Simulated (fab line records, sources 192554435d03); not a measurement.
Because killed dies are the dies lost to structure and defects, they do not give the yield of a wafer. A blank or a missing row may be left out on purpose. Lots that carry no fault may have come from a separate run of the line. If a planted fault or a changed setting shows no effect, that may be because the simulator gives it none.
What tool caused it? | flow n5Finfet | 6 lots, 18 wafers sampled, at 4 steps of a route of 1938

## WHAT THE GAUGES READ, wafer by wafer
N5_BEOL_M8_CD_MEAS_28: the cd target is 40 nm.
lot  | measured     | on       | cdNm (nm)
L506 | day 13 18:58 | cdSem-03 | 39.50 39.94 40.13
L512 | day 14 09:23 | cdSem-01 | 40.01 40.30 39.49
L511 | day 15 09:51 | cdSem-02 | 40.15 40.07 40.05
L519 | day 17 07:44 | cdSem-02 | 40.08 39.83 40.18
L526 | day 17 19:20 | cdSem-03 | 40.11 39.72 40.00
L527 | day 19 02:59 | cdSem-03 | 39.96 39.96 40.46

## WHICH TOOL RAN EACH LOT (tool, then ch and the chambers of the sampled wafers, then the start)
lot  | N5_BEOL_M8_CURE_74           | N5_BEOL_M8_HM_OPEN_17            | N5_BEOL_M8_COAT_71
L506 | uvCure-02 ch 1, day 13 13:23 | rieMetal-01 ch 0,1, day 13 16:31 | lithoTrack-03 ch 0, day 13 18:42
L512 | uvCure-03 ch 2, day 14 03:33 | rieMetal-01 ch 0,1, day 14 06:09 | lithoTrack-01 ch 0, day 14 09:07
L511 | uvCure-02 ch 2, day 15 04:41 | rieMetal-01 ch 0,1, day 15 08:44 | lithoTrack-03 ch 0, day 15 09:35
L519 | uvCure-02 ch 0, day 17 01:29 | rieMetal-02 ch 0,1, day 17 05:33 | lithoTrack-04 ch 0, day 17 07:20
L526 | uvCure-03 ch 1, day 17 14:34 | rieMetal-01 ch 0,1, day 17 17:32 | lithoTrack-03 ch 0, day 17 18:56
L527 | uvCure-03 ch 1, day 18 23:32 | rieMetal-03 ch 0,1, day 19 02:19 | lithoTrack-01 ch 0, day 19 02:36
- N5_BEOL_M8_CURE_74: cures SiCOH lowk, time 240 s.
- N5_BEOL_M8_HM_OPEN_17: chemistry Cl2/BCl3, target TiN, target depth 20 nm, overetch 6 nm.
- N5_BEOL_M8_COAT_71: time 60 s, resist thk 5 nm.

## THE ANSWER, worked out from the rows above alone
Rule: the usual values come from the lots themselves. Put in order of their means at a reading, lots are off if they are a third of the lots or fewer, leave a main group of 4 or more, and stand apart from it by a gap of 3 or more times the standard deviation of the main group's means; of several such gaps the widest counts. The tables above print the reading to a certain number of digits; a main group whose means all agree to those digits is not used. A lot without any number at a reading at which 4 lots or more have one is off too. Any other lot the step has rows for is counted as sound.
None of the lots is off at any reading shown; this tells nothing.

## WHAT THE SIMULATOR PUT IN
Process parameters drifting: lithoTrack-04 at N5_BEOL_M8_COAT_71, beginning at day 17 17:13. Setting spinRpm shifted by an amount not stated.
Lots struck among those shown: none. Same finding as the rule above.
